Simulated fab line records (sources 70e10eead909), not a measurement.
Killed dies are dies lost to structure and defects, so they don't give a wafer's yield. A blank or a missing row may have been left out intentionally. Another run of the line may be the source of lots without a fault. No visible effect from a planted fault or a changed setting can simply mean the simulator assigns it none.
Which tool is to blame?	flow nand-harc	Sampling: 24 lots, 72 wafers, 3 of 1159 route steps

WHAT THE GAUGES READ, wafer by wafer
NHARC_P_ZERO_WELL_CD_MEAS_11: the cd target is 500 nm.
lot	measured	on	cd-nm (nm)
L074	day 1 13:14	cd-sem-01	499.3 496.0 498.9
L075	day 1 19:11	cd-sem-01	500.5 502.3 501.9
L076	day 2 01:17	cd-sem-02	500.4 499.8 499.1
L077	day 2 07:19	cd-sem-03	501.7 500.1 499.5
L078	day 2 13:07	cd-sem-03	499.5 499.9 499.5
L079	day 2 19:14	cd-sem-03	500.6 497.8 501.3
L080	day 3 01:18	cd-sem-03	502.0 500.6 500.5
L081	day 3 07:14	cd-sem-01	498.2 496.2 497.2
L082	day 3 13:16	cd-sem-01	500.5 503.0 502.7
L083	day 3 19:25	cd-sem-01	496.3 497.8 499.1
L084	day 4 01:14	cd-sem-03	503.1 502.7 500.8
L085	day 4 07:07	cd-sem-02	499.4 503.1 503.7
L086	day 4 13:15	cd-sem-03	497.6 500.5 499.9
L087	day 4 19:15	cd-sem-03	499.0 497.8 498.1
L088	day 5 01:14	cd-sem-03	498.1 498.9 501.0
L089	day 5 07:15	cd-sem-01	498.3 500.5 499.4
L090	day 5 13:15	cd-sem-01	499.0 498.4 498.8
L091	day 5 19:07	cd-sem-03	498.3 497.4 496.2
L092	day 6 01:15	cd-sem-02	500.0 502.5 503.4
L093	day 6 07:22	cd-sem-01	499.9 499.8 502.3
L094	day 6 13:07	cd-sem-02	501.5 501.3 500.3
L095	day 6 19:08	cd-sem-03	499.3 502.1 502.5
L096	day 7 01:14	cd-sem-02	500.2 500.1 499.9
L097	day 7 07:15	cd-sem-01	497.7 497.3 500.2

NHARC_P_STI_OCD_MEAS_17.
lot	measured	on	trench-depth-nm (nm)	trench-foot-cd-nm (nm)
L074	day 2 16:14	ocd-02	301 295 301	157.9 157.7 156.9
L075	day 2 16:25	ocd-01	308 305 306	161.8 159.0 157.4
L076	day 3 04:30	ocd-01	299 300 307	158.3 155.1 154.0
L077	day 3 04:36	ocd-02	294 303 300	158.0 157.4 159.7
L078	day 3 12:46	ocd-01	297 304 303	159.8 162.2 160.9
L079	day 3 17:44	ocd-01	293 300 303	156.5 153.9 156.1
L080	day 4 00:59	ocd-01	298 304 297	163.0 158.2 158.2
L081	day 4 07:59	ocd-01	298 299 300	159.7 165.2 162.9
L082	day 4 12:35	ocd-01	298 308 301	162.8 159.2 158.3
L083	day 4 20:21	ocd-02	301 299 306	158.3 160.6 155.0
L084	day 4 20:31	ocd-01	298 295 296	160.3 162.1 162.8
L085	day 5 05:21	ocd-01	299 302 303	161.8 161.7 163.0
L086	day 5 13:29	ocd-02	301 301 298	157.6 159.2 163.7
L087	day 5 20:38	ocd-02	296 295 300	158.0 159.7 157.9
L088	day 5 20:47	ocd-01	306 304 306	158.3 156.7 158.4
L089	day 6 06:23	ocd-02	297 296 296	156.1 155.4 157.4
L090	day 6 14:19	ocd-02	294 300 299	161.4 160.1 159.3
L091	day 6 14:29	ocd-01	305 293 295	156.2 159.2 162.4
L092	day 7 06:11	ocd-02	293 303 297	165.7 164.4 162.9
L093	day 7 06:23	ocd-02	294 300 294	158.8 159.7 160.6
L094	day 7 14:13	ocd-01	302 310 301	156.1 157.5 158.5
L095	day 7 20:40	ocd-01	299 306 295	157.0 153.9 157.4
L096	day 7 20:50	ocd-02	294 298 295	152.1 152.5 157.2
L097	day 8 07:29	ocd-02	295 309 299	165.3 156.3 160.1

WHAT TOOL EACH LOT RAN ON (gives the tool, then ch and the chambers of the sampled wafers, and finally the start)
lot	NHARC_P_ZERO_WELL_DESCUM_39
L074	rie-diel-07 ch 0,3, day 1 16:18
L075	rie-diel-01 ch 1,2, day 1 22:29
L076	rie-diel-01 ch 1,2, day 2 04:17
L077	rie-diel-07 ch 1,3, day 2 10:22
L078	rie-diel-01 ch 0,2, day 2 16:18
L079	rie-diel-07 ch 0,2,3, day 2 22:22
L080	rie-diel-01 ch 0,3, day 3 05:02
L081	rie-diel-01 ch 2,3, day 3 10:12
L082	rie-diel-03 ch 0,3, day 3 16:26
L083	rie-diel-03 ch 0,3, day 3 22:34
L084	rie-diel-07 ch 1,2,3, day 4 04:26
L085	rie-diel-01 ch 0,2,3, day 4 10:04
L086	rie-diel-07 ch 1,2,3, day 4 16:25
L087	rie-diel-03 ch 0,3, day 4 22:17
L088	rie-diel-01 ch 0,2,3, day 5 04:25
L089	rie-diel-03 ch 2,3, day 5 10:17
L090	rie-diel-07 ch 0,2,3, day 5 16:25
L091	rie-diel-07 ch 0,1,2, day 5 22:08
L092	rie-diel-07 ch 2,3, day 6 04:17
L093	rie-diel-07 ch 1,3, day 6 10:25
L094	rie-diel-07 ch 0,2,3, day 6 16:19
L095	rie-diel-07 ch 0,1, day 6 22:08
L096	rie-diel-01 ch 1,3, day 7 04:16
L097	rie-diel-07 ch 0,1, day 7 10:26
- NHARC_P_ZERO_WELL_DESCUM_39: chemistry O2, time 3 s.

WHAT THE TOOLS THEMSELVES READ (means of the sampled wafers that have a number; where no wafer has one, the mark that the record gives instead)
NHARC_P_ZERO_WELL_DESCUM_39.
lot	tool	drypump-motor-current-A (A)	mfc-ar-sccm (sccm)	oes-product-au (a.u.)	rf-vpp-V (V)	showerhead-plenum-p-Torr (Torr)	throttle-valve-pct (%)
L074	rie-diel-07	5.2	0.012	1.007	58.4	1.88	11.320
L075	rie-diel-01	6.0	0.017	1.010	57.6	1.89	11.305
L076	rie-diel-01	5.6	0.013	1.020	57.0	1.84	11.309
L077	rie-diel-07	5.3	0.006	1.007	56.7	1.91	11.301
L078	rie-diel-01	5.4	0.005	0.995	56.6	1.81	11.301
L079	rie-diel-07	5.2	0.019	1.008	58.2	1.93	11.312
L080	rie-diel-01	5.9	0.001	1.005	58.2	1.92	11.316
L081	rie-diel-01	5.4	0.006	1.010	57.7	1.87	11.304
L082	rie-diel-03	6.0	0.024	0.994	58.5	1.99	11.310
L083	rie-diel-03	5.6	0.021	1.007	57.7	1.95	11.310
L084	rie-diel-07	5.3	0.019	0.997	57.6	1.91	11.314
L085	rie-diel-01	5.7	0.004	1.010	56.9	1.90	11.311
L086	rie-diel-07	5.3	0.019	0.998	57.9	1.91	11.313
L087	rie-diel-03	6.0	0.024	0.993	57.6	1.99	11.311
L088	rie-diel-01	5.6	0.004	1.010	57.8	1.90	11.307
L089	rie-diel-03	6.4	0.026	0.991	57.9	1.95	11.306
L090	rie-diel-07	5.2	0.019	1.005	58.1	1.93	11.314
L091	rie-diel-07	5.3	0.013	1.014	57.5	1.97	11.313
L092	rie-diel-07	5.3	0.031	1.005	58.4	1.92	11.307
L093	rie-diel-07	5.3	0.006	1.014	57.7	1.91	11.310
L094	rie-diel-07	5.2	0.019	1.004	58.8	1.93	11.317
L095	rie-diel-07	5.3	0.000	1.007	58.2	1.97	11.318
L096	rie-diel-01	6.1	0.009	0.998	58.4	2.01	11.302
L097	rie-diel-07	5.3	0.000	1.014	57.6	1.96	11.317

THE ANSWER, worked out from the rows above alone
Rule: the usual values come from the lots themselves. Put in order of their means at a reading, lots are off if they are a third of the lots or fewer, leave a main group of 4 or more, and stand apart from it by a gap of 3 or more times the standard deviation of the main group's means; of several such gaps the widest counts. If all means in a main group match to the digits the tables above print for the reading, that group is not used. A lot without any number at a reading at which 4 lots or more have one is off too. The other lots that the step has rows for count as sound. The gauges are gone through in route order, then the tools' own readings, and for those a lot's mean is taken as printed above. At the first step where some lot is off, the reading lying furthest off is the one used; lots without a number count as furthest.
No lot is off on any of the readings shown, so nothing can be concluded from this.

WHAT THE SIMULATOR PUT IN
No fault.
